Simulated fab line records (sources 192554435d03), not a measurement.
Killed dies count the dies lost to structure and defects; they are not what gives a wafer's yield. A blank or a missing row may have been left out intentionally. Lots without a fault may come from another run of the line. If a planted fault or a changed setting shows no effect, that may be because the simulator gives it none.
fab line records + flow n5-finfet
record:
- lots: 9
- wafers: 27
- last-day: 18
route steps=1938 shown FIN_CUT@178 STI_FIN_REVEAL@191 BEOL_M4@1111 PASSIVATION@1936
lots that met no fault: taken from a fault-free run of the same line
start-h: hours from the record's first day to the start of the lot's first wafer shown + wait-h: time in hours since the lot's previous step + " the same as in the row above + L1.1+2: several wafers, shown together as one row + - value missing, or start not given + * or withheld: withheld + < > ~ a bound
route shown NAME@n: NAME is a module with steps in the file, n the number in the route of the first one + usual: mean/standard deviation taken from wafers without a fault + same: alike in all rows + chamber/n: place in a boat + sites: the reading at each site + _std_site: how widely they spread, as a standard deviation + _edge_site: the outer-site mean with the inner-site mean subtracted + radius-mm: for every site, how far away it sits from the centre of the wafer + mask NAME#n: copy n + behind: the tool/chamber that last shaped the wafer + hold: why the lot was held/for how many hours/how that ended + device: whichever transistor did not switch (one of n, p or np) + end of line: tests of these same wafers at the route's end + a step with no rows: only its recipe + killed: not the wafer's yield, but the dies lost to structure and defects at the first sort + map: a wafer's dies, marking killed ones x, the rest . and places with no die _
set.NAME: the setting as run; set.NAME@STEP: as run at that earlier step + model.NAME: the simulator's own value behind a step, which no gauge read
one table for each step of the route and one row for each wafer, over a sample of lots
services: when a tool's chamber went out of use (start-h, in hours from the record's first day, below 0 if earlier), for how many hours, and the reason
== steps ==
step: N5_FIN_CUT_STRIP_22
recipe:
- chemistry: N2/H2
- power-w: 500
- temp-c: 40
- pressure-mtorr: 50
- rf-frequency-hz: 6e+07
- overash-fraction: 0.3
- bias-power-w: 8
- h2-frac: 0.5
- n2-flow-sccm: 300
- h2-flow-sccm: 300
usual:
- drypump-motor-current-A: 5.7/0.4
- oes-product-au: 0.76/0.076
- rf-vpp-V: 54.2/2
- showerhead-plenum-p-Torr: 3.36/0.11
- throttle-valve-pct: 18.96/0.26
| lot.wafer | tool        | chamber | start-h | wait-h | drypump-motor-current-A | oes-product-au | rf-hours-counter-h | rf-vpp-V | showerhead-plenum-p-Torr | throttle-valve-pct |
|-----------|-------------|---------|---------|--------|-------------------------|----------------|--------------------|----------|--------------------------|--------------------|
| L255.4    | rie-diel-01 | 0       | 28.00   | 0.1    | 5.4                     | 0.87           | -                  | 52.4     | 3.39                     | 18.75              |
| L255.5    | "           | 3       | "       | "      | 5.9                     | 0.88           | -                  | 56.4     | 3.52                     | 18.50              |
| L255.6    | "           | 2       | "       | "      | 5.6                     | 0.76           | -                  | 52.3     | 3.38                     | 19.18              |
| L256.1    | rie-diel-01 | 3       | 33.97   | 0.0    | 5.9                     | 0.88           | 61                 | 53.3     | 3.51                     | 18.55              |
| L256.2    | "           | 0       | "       | "      | 5.4                     | 0.86           | 41                 | 54.7     | 3.39                     | 18.75              |
| L256.6    | "           | 0       | "       | "      | 5.4                     | 0.88           | -                  | 56.4     | 3.39                     | 18.78              |
| L258.2    | rie-diel-06 | 1       | 46.21   | 0.0    | 5.4                     | 0.70           | 196                | 54.8     | 3.36                     | 18.97              |
| L258.3    | "           | 2       | "       | "      | 5.2                     | 0.73           | 147                | 54.4     | 3.51                     | 19.14              |
| L258.6    | "           | 1       | "       | "      | 5.5                     | 0.70           | -                  | 50.9     | 3.36                     | 18.92              |
| L260.3    | rie-diel-02 | 3       | 58.07   | 0.0    | 6.4                     | 0.70           | 185                | 52.4     | 3.32                     | 18.86              |
| L260.4    | "           | 2       | "       | "      | 5.8                     | 0.75           | 153                | 54.7     | 3.51                     | 19.15              |
| L260.6    | "           | 2       | "       | "      | 5.8                     | 0.75           | -                  | 55.3     | 3.51                     | 19.16              |
| L263.1    | rie-diel-02 | 3       | 75.37   | 0.0    | 6.4                     | 0.70           | 190                | 55.8     | 3.32                     | 18.81              |
| L263.2    | "           | 2       | "       | "      | 5.8                     | 0.73           | 159                | 53.8     | 3.51                     | 19.15              |
| L263.3    | "           | 1       | "       | "      | 5.2                     | 0.80           | 128                | 53.8     | 3.25                     | 18.71              |
| L264.2    | rie-diel-01 | 2       | 83.87   | 0.0    | 5.6                     | 0.73           | 155                | 56.2     | 3.37                     | 19.23              |
| L264.3    | "           | 0       | "       | "      | 5.3                     | 0.84           | 57                 | 51.8     | 3.38                     | 18.78              |
| L264.5    | "           | 1       | "       | "      | 6.5                     | 0.93           | -                  | 54.5     | 3.29                     | 18.70              |
| L269.3    | rie-diel-06 | 2       | 112.80  | 0.0    | 5.2                     | 0.73           | 169                | 53.6     | 3.50                     | 19.15              |
| L269.4    | "           | 3       | "       | "      | 5.5                     | 0.96           | 13                 | 52.1     | 3.40                     | 18.65              |
| L269.6    | "           | 2       | "       | "      | 5.2                     | 0.74           | -                  | 56.5     | 3.50                     | 19.18              |
| L275.1    | rie-diel-06 | 2       | 149.49  | 0.1    | 5.2                     | 0.73           | 180                | 56.4     | 3.49                     | 19.17              |
| L275.2    | "           | 0       | "       | "      | 5.9                     | 0.68           | 241                | 55.0     | 3.29                     | 19.47              |
| L275.6    | "           | 1       | "       | "      | 5.5                     | 0.66           | -                  | 58.4     | 3.34                     | 19.00              |
| L277.1    | rie-diel-01 | 1       | 160.33  | 0.0    | 6.5                     | 0.89           | 30                 | 53.8     | 3.28                     | 18.68              |
| L277.2    | "           | 2       | "       | "      | 5.6                     | 0.72           | 178                | 52.2     | 3.36                     | 19.30              |
| L277.3    | "           | 0       | "       | "      | 5.4                     | 0.81           | 80                 | 55.3     | 3.37                     | 18.89              |
step: N5_FIN_CUT_INSPECT_17
recipe:
- inspect-instrument: brightfield
- mode: aei
usual:
- raw-defect-count: 242/76
| lot.wafer | tool              | chamber | start-h | wait-h | raw-defect-count |
|-----------|-------------------|---------|---------|--------|------------------|
| L255.4    | defect-inspect-01 | -       | 28.15   | 0.0    | 252              |
| L255.5    | "                 | -       | "       | "      | 195              |
| L255.6    | "                 | -       | "       | "      | 292              |
| L256.1    | defect-inspect-02 | -       | 34.13   | 0.0    | 240              |
| L256.2    | "                 | -       | "       | "      | 202              |
| L256.6    | "                 | -       | "       | "      | 446              |
| L258.2    | defect-inspect-02 | -       | 46.37   | 0.0    | 250              |
| L258.3    | "                 | -       | "       | "      | 221              |
| L258.6    | "                 | -       | "       | "      | 320              |
| L260.3    | defect-inspect-02 | -       | 58.24   | 0.0    | 242              |
| L260.4    | "                 | -       | "       | "      | 291              |
| L260.6    | "                 | -       | "       | "      | 275              |
| L263.1    | defect-inspect-02 | -       | 75.53   | 0.0    | 154              |
| L263.2    | "                 | -       | "       | "      | 149              |
| L263.3    | "                 | -       | "       | "      | 199              |
| L264.2    | defect-inspect-02 | -       | 84.03   | 0.0    | 238              |
| L264.3    | "                 | -       | "       | "      | 217              |
| L264.5    | "                 | -       | "       | "      | 217              |
| L269.3    | defect-inspect-02 | -       | 112.96  | 0.0    | 200              |
| L269.4    | "                 | -       | "       | "      | 198              |
| L269.6    | "                 | -       | "       | "      | 255              |
| L275.1    | defect-inspect-02 | -       | 149.65  | 0.0    | 432              |
| L275.2    | "                 | -       | "       | "      | 336              |
| L275.6    | "                 | -       | "       | "      | 176              |
| L277.1    | defect-inspect-02 | -       | 160.49  | 0.0    | 174              |
| L277.2    | "                 | -       | "       | "      | 379              |
| L277.3    | "                 | -       | "       | "      | 235              |
step: N5_STI_FIN_REVEAL_STRIP_24
recipe:
- chemistry: N2/H2
- time-s: 90
- power-w: 100
- temp-c: 40
- pressure-mtorr: 100
- rf-frequency-hz: 6e+07
- bias-power-w: 3
- n2-flow-sccm: 300
- h2-flow-sccm: 300
usual:
- drypump-motor-current-A: 5.8/0.39
- oes-product-au: 0.76/0.087
- rf-vpp-V: 45.3/0.94
- showerhead-plenum-p-Torr: 3.37/0.12
- throttle-valve-pct: 12.22/0.24
| lot.wafer | tool        | chamber | start-h | wait-h | drypump-motor-current-A | oes-product-au | rf-hours-counter-h | rf-vpp-V | showerhead-plenum-p-Torr | throttle-valve-pct |
|-----------|-------------|---------|---------|--------|-------------------------|----------------|--------------------|----------|--------------------------|--------------------|
| L255.4    | rie-diel-03 | 3       | 33.90   | 0.0    | 5.6                     | 0.69           | 238                | 45.9     | 3.30                     | 12.55              |
| L255.5    | "           | 3       | "       | "      | 5.5                     | 0.69           | -                  | 46.1     | 3.30                     | 12.54              |
| L255.6    | "           | 2       | "       | "      | 5.8                     | 0.73           | -                  | 45.3     | 3.21                     | 12.02              |
| L256.1    | rie-diel-05 | 3       | 39.86   | 0.0    | 5.7                     | 0.73           | 168                | 45.6     | 3.36                     | 12.15              |
| L256.2    | "           | 1       | "       | "      | 5.6                     | 0.75           | 155                | 44.7     | 3.24                     | 12.14              |
| L256.6    | "           | 2       | "       | "      | 5.1                     | 0.68           | -                  | 43.7     | 3.22                     | 12.37              |
| L258.2    | rie-diel-04 | 0       | 52.40   | 0.0    | 6.4                     | 0.74           | 192                | 45.5     | 3.46                     | 12.71              |
| L258.3    | "           | 3       | "       | "      | 5.7                     | 0.71           | 204                | 44.0     | 3.48                     | 12.37              |
| L258.6    | "           | 0       | "       | "      | 6.4                     | 0.74           | -                  | 45.6     | 3.46                     | 12.69              |
| L260.3    | rie-diel-05 | 1       | 65.37   | 0.0    | 5.6                     | 0.74           | 163                | 44.4     | 3.23                     | 12.15              |
| L260.4    | "           | 2       | "       | "      | 5.1                     | 0.67           | 242                | 44.9     | 3.22                     | 12.40              |
| L260.6    | "           | 0       | "       | "      | 6.6                     | 0.85           | -                  | 45.8     | 3.57                     | 12.14              |
| L263.1    | rie-diel-04 | 0       | 81.68   | 0.0    | 6.4                     | 0.73           | 204                | 45.6     | 3.46                     | 12.74              |
| L263.2    | "           | 1       | "       | "      | 6.1                     | 0.91           | 26                 | 45.6     | 3.45                     | 11.87              |
| L263.3    | "           | 3       | "       | "      | 5.7                     | 0.70           | 215                | 44.7     | 3.47                     | 12.38              |
| L264.2    | rie-diel-05 | 2       | 89.74   | 0.0    | 5.1                     | 0.67           | 251                | 44.5     | 3.21                     | 12.42              |
| L264.3    | "           | 3       | "       | "      | 5.7                     | 0.72           | 185                | 44.7     | 3.35                     | 12.18              |
| L264.5    | "           | 0       | "       | "      | 6.6                     | 0.84           | -                  | 45.0     | 3.57                     | 12.15              |
| L269.3    | rie-diel-05 | 3       | 119.35  | 0.0    | 5.7                     | 0.70           | 198                | 45.5     | 3.35                     | 12.21              |
| L269.4    | "           | 1       | "       | "      | 5.6                     | 0.71           | -                  | 44.2     | 3.22                     | 12.22              |
| L269.6    | "           | 3       | "       | "      | 5.7                     | 0.70           | -                  | 46.8     | 3.35                     | 12.20              |
| L275.1    | rie-diel-04 | 1       | 155.56  | 0.0    | 6.1                     | 0.86           | 52                 | 45.1     | 3.44                     | 11.93              |
| L275.2    | "           | 3       | "       | "      | 5.7                     | 0.69           | 242                | 44.4     | 3.46                     | 12.46              |
| L275.6    | "           | 3       | "       | "      | 5.7                     | 0.69           | -                  | 44.8     | 3.46                     | 12.46              |
| L277.1    | rie-diel-04 | 2       | 166.22  | 0.0    | 5.5                     | 0.72           | 176                | 44.1     | 3.24                     | 12.26              |
| L277.2    | "           | 3       | "       | "      | 5.7                     | 0.69           | 246                | 45.5     | 3.46                     | 12.46              |
| L277.3    | "           | 1       | "       | "      | 6.1                     | 0.86           | 56                 | 46.1     | 3.44                     | 11.95              |
step: N5_STI_FIN_REVEAL_RECESS_09
recipe:
- chemistry: HF/NH3
- target: SiO2
- afs-cycles: 11
- target-depth-a: 425
- temp-c: 30
- sublimation-temp-c: 180
- sublimation-time-s: 60
usual:
- drypump-motor-current-A: 5.95/0.28
- temp-c: 29.98/0.1
same:
- sublimation-time-s: 60
| lot.wafer | tool          | chamber | start-h | wait-h | drypump-motor-current-A | temp-c |
|-----------|---------------|---------|---------|--------|-------------------------|--------|
| L255.4    | vapor-etch-02 | 0       | 34.65   | 0.6    | 6.39                    | 29.92  |
| L255.5    | "             | 0       | "       | "      | 6.40                    | 29.95  |
| L255.6    | "             | 1       | "       | "      | 5.67                    | 29.86  |
| L256.1    | vapor-etch-01 | 0       | 40.07   | 0.0    | 5.77                    | 29.90  |
| L256.2    | "             | 1       | "       | "      | 5.95                    | 30.11  |
| L256.6    | "             | 1       | 41.13   | 1.1    | 5.96                    | 30.23  |
| L258.2    | vapor-etch-02 | 1       | 52.61   | 0.0    | 5.66                    | 29.93  |
| L258.3    | "             | 0       | "       | "      | 6.44                    | 30.05  |
| L258.6    | "             | 1       | "       | "      | 5.65                    | 29.95  |
| L260.3    | vapor-etch-02 | 1       | 66.12   | 0.6    | 5.69                    | 30.01  |
| L260.4    | "             | 0       | "       | "      | 6.44                    | 29.86  |
| L260.6    | "             | 0       | "       | "      | 6.42                    | 29.85  |
| L263.1    | vapor-etch-01 | 0       | 81.89   | 0.0    | 5.75                    | 30.00  |
| L263.2    | "             | 1       | "       | "      | 5.98                    | 30.00  |
| L263.3    | "             | 0       | "       | "      | 5.76                    | 29.95  |
| L264.2    | vapor-etch-01 | 0       | 89.95   | 0.0    | 5.81                    | 29.96  |
| L264.3    | "             | 1       | "       | "      | 5.97                    | 29.85  |
| L264.5    | "             | 0       | "       | "      | 5.82                    | 29.91  |
| L269.3    | vapor-etch-02 | 0       | 120.09  | 0.6    | 6.43                    | 30.07  |
| L269.4    | "             | 1       | "       | "      | 5.64                    | 29.87  |
| L269.6    | "             | 1       | "       | "      | 5.65                    | 29.87  |
| L275.1    | vapor-etch-02 | 0       | 155.78  | 0.0    | 6.43                    | 26.78  |
| L275.2    | "             | 1       | "       | "      | 5.68                    | 30.07  |
| L275.6    | "             | 0       | 156.84  | 1.1    | 6.44                    | 26.71  |
| L277.1    | vapor-etch-02 | 0       | 166.44  | 0.0    | 6.40                    | 26.67  |
| L277.2    | "             | 1       | "       | "      | 5.66                    | 29.93  |
| L277.3    | "             | 0       | "       | "      | 6.40                    | 26.57  |
step: N5_STI_FIN_REVEAL_FIN_H_MEAS_10
usual:
- trench-depth-nm: 51.9/0.81
| lot.wafer | tool   | chamber | start-h | wait-h | trench-depth-nm |
|-----------|--------|---------|---------|--------|-----------------|
| L255.4    | ocd-01 | -       | 36.83   | 0.0    | 51.9            |
| L255.5    | "      | -       | "       | "      | 51.4            |
| L255.6    | "      | -       | "       | "      | 52.0            |
| L256.1    | ocd-01 | -       | 42.77   | 0.0    | 51.5            |
| L256.2    | "      | -       | "       | "      | 51.9            |
| L256.6    | "      | -       | "       | "      | 52.1            |
| L258.2    | ocd-01 | -       | 55.34   | 0.0    | 51.6            |
| L258.3    | "      | -       | "       | "      | 52.6            |
| L258.6    | "      | -       | "       | "      | 52.0            |
| L260.3    | ocd-01 | -       | 68.32   | 0.0    | 53.2            |
| L260.4    | "      | -       | "       | "      | 52.8            |
| L260.6    | "      | -       | "       | "      | 52.9            |
| L263.1    | ocd-01 | -       | 84.59   | 0.0    | 51.1            |
| L263.2    | "      | -       | "       | "      | 51.8            |
| L263.3    | "      | -       | "       | "      | 52.3            |
| L264.2    | ocd-02 | -       | 92.67   | 0.0    | 52.4            |
| L264.3    | "      | -       | "       | "      | 53.1            |
| L264.5    | "      | -       | "       | "      | 52.0            |
| L269.3    | ocd-02 | -       | 122.27  | 0.0    | 52.2            |
| L269.4    | "      | -       | "       | "      | 51.4            |
| L269.6    | "      | -       | "       | "      | 51.5            |
| L275.1    | ocd-01 | -       | 158.48  | 0.0    | 56.6            |
| L275.2    | "      | -       | "       | "      | 52.0            |
| L275.6    | "      | -       | "       | "      | 57.1            |
| L277.1    | ocd-01 | -       | 169.15  | 0.0    | 56.0            |
| L277.2    | "      | -       | "       | "      | 52.1            |
| L277.3    | "      | -       | "       | "      | 56.7            |
step: N5_BEOL_M4_RC_MEAS_101
usual:
- DIBL_N: 36.5/1.8
- DIBL_P: 36.5/2.1
- IOFF_N: 0.17/0.031
- IOFF_P: 0.22/0.036
- ION_N: 677/11
- ION_P: 463/8
- SS_N: 71.6/0.61
- SS_P: 73.3/0.63
- VT_N: 249/3.1
- VT_P: -250/3.3
| lot.wafer | tool      | chamber | start-h | wait-h | DIBL_N[mV/V] | DIBL_P[mV/V] | IOFF_N[nA/um] | IOFF_P[nA/um] | ION_N[uA/um] | ION_P[uA/um] | SS_N[mV/dec] | SS_P[mV/dec] | VT_N[mV] | VT_P[mV] |
|-----------|-----------|---------|---------|--------|--------------|--------------|---------------|---------------|--------------|--------------|--------------|--------------|----------|----------|
| L255.4    | prober-02 | 0       | 166.55  | 0.5    | 33.8         | 32.6         | 0.12          | 0.15          | 655          | 446          | 71.0         | 72.9         | 253      | -257     |
| L255.5    | "         | 0       | "       | "      | 35.2         | 34.7         | 0.15          | 0.20          | 672          | 457          | 71.0         | 73.3         | 248      | -250     |
| L255.6    | "         | 0       | "       | "      | 33.9         | 32.7         | 0.13          | 0.16          | 659          | 447          | 70.7         | 71.9         | 253      | -255     |
| L256.1    | prober-01 | 0       | 176.20  | 0.0    | 37.0         | 37.2         | 0.18          | 0.21          | 689          | 466          | 71.7         | 73.5         | 244      | -254     |
| L256.2    | "         | 0       | "       | "      | 34.9         | 34.1         | 0.14          | 0.16          | 662          | 451          | 70.4         | 72.6         | 251      | -255     |
| L256.6    | "         | 0       | "       | "      | 37.0         | 35.9         | 0.17          | 0.19          | 683          | 453          | 71.9         | 73.4         | 248      | -254     |
| L258.2    | prober-02 | 0       | 182.71  | 0.2    | 40.8         | 41.5         | 0.23          | 0.26          | 683          | 462          | 72.8         | 74.2         | 245      | -250     |
| L258.3    | "         | 0       | "       | "      | 37.6         | 38.2         | 0.17          | 0.20          | 688          | 465          | 71.1         | 73.7         | 248      | -253     |
| L258.6    | "         | 0       | "       | "      | 37.2         | 36.6         | 0.15          | 0.18          | 675          | 454          | 71.1         | 73.3         | 251      | -255     |
| L260.3    | prober-01 | 0       | 202.24  | 0.3    | 38.5         | 38.5         | 0.21          | 0.26          | 694          | 476          | 72.0         | 73.7         | 242      | -245     |
| L260.4    | "         | 0       | "       | "      | 34.7         | 34.7         | 0.14          | 0.20          | 681          | 468          | 71.0         | 72.8         | 250      | -248     |
| L260.6    | "         | 0       | "       | "      | 36.1         | 35.5         | 0.15          | 0.20          | 679          | 469          | 71.7         | 73.1         | 250      | -249     |
| L263.1    | prober-02 | 0       | 219.61  | 0.0    | 35.0         | 34.7         | 0.15          | 0.20          | 676          | 462          | 71.1         | 73.3         | 247      | -251     |
| L263.2    | "         | 0       | "       | "      | 35.3         | 34.6         | 0.16          | 0.20          | 677          | 465          | 70.5         | 72.5         | 246      | -251     |
| L263.3    | "         | 0       | "       | "      | 36.3         | 35.7         | 0.16          | 0.21          | 678          | 462          | 71.2         | 73.3         | 250      | -251     |
| L264.2    | prober-01 | 0       | 219.91  | 0.2    | 35.8         | 36.4         | 0.17          | 0.23          | 672          | 466          | 71.5         | 73.6         | 248      | -248     |
| L264.3    | "         | 0       | "       | "      | 34.3         | 34.1         | 0.15          | 0.21          | 671          | 465          | 70.8         | 72.8         | 246      | -248     |
| L264.5    | "         | 0       | "       | "      | 36.0         | 36.2         | 0.17          | 0.24          | 672          | 467          | 71.8         | 74.1         | 248      | -245     |
| L269.3    | prober-01 | 0       | 252.93  | 0.3    | 35.1         | 35.0         | 0.14          | 0.20          | 675          | 470          | 71.0         | 72.8         | 250      | -250     |
| L269.4    | "         | 0       | "       | "      | 37.4         | 38.1         | 0.18          | 0.25          | 676          | 462          | 71.0         | 73.8         | 248      | -248     |
| L269.6    | "         | 0       | "       | "      | 35.0         | 35.1         | 0.14          | 0.21          | 684          | 471          | 71.4         | 72.9         | 249      | -249     |
| L275.1    | prober-01 | 0       | 306.24  | 0.0    | 34.3         | 36.7         | 0.15          | 0.20          | 719          | 495          | 70.3         | 73.7         | 249      | -252     |
| L275.2    | "         | 0       | "       | "      | 34.3         | 35.6         | 0.13          | 0.18          | 677          | 464          | 71.4         | 73.4         | 251      | -252     |
| L275.6    | "         | 0       | "       | "      | 33.8         | 35.5         | 0.13          | 0.19          | 713          | 494          | 71.1         | 73.6         | 249      | -250     |
| L277.1    | prober-02 | 0       | 312.77  | 0.0    | 35.6         | 36.2         | 0.17          | 0.24          | 720          | 501          | 71.4         | 72.9         | 246      | -246     |
| L277.2    | "         | 0       | "       | "      | 38.9         | 39.9         | 0.21          | 0.29          | 687          | 476          | 72.7         | 73.8         | 247      | -243     |
| L277.3    | "         | 0       | "       | "      | 34.5         | 35.3         | 0.16          | 0.22          | 718          | 494          | 71.0         | 72.6         | 249      | -248     |
step: N5_PASSIVATION_PROBE_49
usual:
- defect-limited-yield: 91.4/1.5
- killed_at_M0_to_M3: 35/11
- killed_at_M4_up: 16/7
- killed-at-contacts: 11/5.3
- killed-at-front-end: 37/11
- killed-at-other: 3.1/2.8
- killed-dies: 102/18
- killed-open: 69/15
- killed-short: 31/7.8
- sort_bin_5_function: 5.1/1.1
- sort_bin_6_memory: 3.2/0.69
- sort-n-pass: 1078/18
- sort-yield-pct: 91.4/1.5
same:
- gross-dies: 1180
- killed-at-back-side: 0
- sort_bin_4_leakage[%]: 0
- sort_bin_8_speed[%]: 0
| lot.wafer | tool      | chamber | start-h | wait-h | defect-limited-yield[%] | killed_at_M0_to_M3 | killed_at_M4_up | killed-at-contacts | killed-at-front-end | killed-at-other | killed-dies | killed-open | killed-short | sort_bin_5_function[%] | sort_bin_6_memory[%] | sort-n-pass | sort-yield-pct[%] |
|-----------|-----------|---------|---------|--------|-------------------------|--------------------|-----------------|--------------------|---------------------|-----------------|-------------|-------------|--------------|------------------------|----------------------|-------------|-------------------|
| L269.6    | prober-01 | -       | 356.85  | 0.3    | 89.9                    | 34                 | 29              | 8                  | 44                  | 4               | 119         | 91          | 28           | 5.8                    | 4.2                  | 1061        | 89.9              |
killed by level:class
L269.6 BEOL_M4:geometric-particle:open=24 FIN_SAQP:geometric-particle:open=19 BEOL_M3:geometric-particle:open=7 FIN_SAQP:geometric-particle:short=6 BEOL_M1:geometric-particle:open=6 MOL_CONTACT_COAG:geometric-particle:open=5 BEOL_M0:geometric-particle:open=5 BEOL_M0_SAQP:geometric-particle:short=4
== services ==
| tool          | chamber | start-h | hours | kind                          |
|---------------|---------|---------|-------|-------------------------------|
| rie-diel-01   | 1       | 25.15   | -     | clean                         |
| rie-diel-01   | 1       | 25.15   | -     | consumable-replace:focus-ring |
| rie-diel-01   | 1       | 25.15   | 31.0  | scheduled-down                |
| rie-diel-01   | 1       | 25.15   | 31.0  | vent-cycle                    |
| vapor-etch-01 | 0       | 26.24   | 11.2  | repair                        |
| rie-diel-02   | 1       | 30.25   | 1.6   | repair                        |
| rie-diel-04   | 2       | 32.91   | 5.1   | repair                        |
| rie-diel-05   | -       | 34.27   | 1.2   | repair                        |
| rie-diel-02   | 0       | 35.62   | 16.3  | repair                        |
| rie-diel-03   | 3       | 39.36   | 40.4  | repair                        |
| rie-diel-04   | 2       | 53.58   | 6.0   | repair                        |
| rie-diel-05   | 2       | 91.55   | 11.1  | repair                        |
| rie-diel-05   | 2       | 102.69  | -     | clean                         |
| rie-diel-05   | 2       | 102.69  | -     | consumable-replace:focus-ring |
| rie-diel-05   | 2       | 102.69  | -     | consumable-replace:showerhead |
| rie-diel-05   | 2       | 102.69  | 17.7  | scheduled-down                |
| rie-diel-01   | 1       | 107.72  | 3.6   | repair                        |
| rie-diel-03   | -       | 118.04  | 2.8   | pm                            |
| rie-diel-04   | 2       | 122.02  | 1.8   | repair                        |
| vapor-etch-02 | 1       | 124.84  | 0.8   | repair                        |
| vapor-etch-02 | 0       | 141.99  | 2.5   | repair                        |
| rie-diel-06   | 2       | 162.47  | 4.1   | repair                        |
| rie-diel-01   | -       | 165.45  | 15.6  | pm                            |
| rie-diel-05   | 0       | 166.50  | 3.8   | repair                        |
== key ==
first-sign:
- step: N5_STI_FIN_REVEAL_RECESS_09
- reading: temp-c
- direction: down
- sigmas: 32
- usual: *
- struck: *
effect:
- step: N5_STI_FIN_REVEAL_FIN_H_MEAS_10
- reading: trench-depth-nm
- direction: up
- sigmas: 5.8
- usual: 51.9
- struck: 56.6
effect:
- step: N5_BEOL_M4_RC_MEAS_101
- reading: ION_P
- direction: up
- sigmas: 4.1
- usual: 463
- struck: 496
effect:
- step: N5_BEOL_M4_RC_MEAS_101
- reading: ION_N
- direction: up
- sigmas: 3.6
- usual: 677
- struck: 717
met-at N5_STI_FIN_REVEAL_RECESS_09
struck-lots L275,L277
struck-wafers L275.1,L275.6,L277.1,L277.3
not-acting-at N5_FIN_CUT_STRIP_22,N5_FIN_CUT_INSPECT_17,N5_STI_FIN_REVEAL_STRIP_24
onset-between 120.09 155.78
fault:
- kind: process-parameter-drift
- tool: vapor-etch-02
- chamber: 0
- onset-h: 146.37
- steps: N5_STI_FIN_REVEAL_RECESS_09
- channel: temp-c
- offset: *
- shape: step
- end-h: 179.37
- acts-in: *
- stated: *
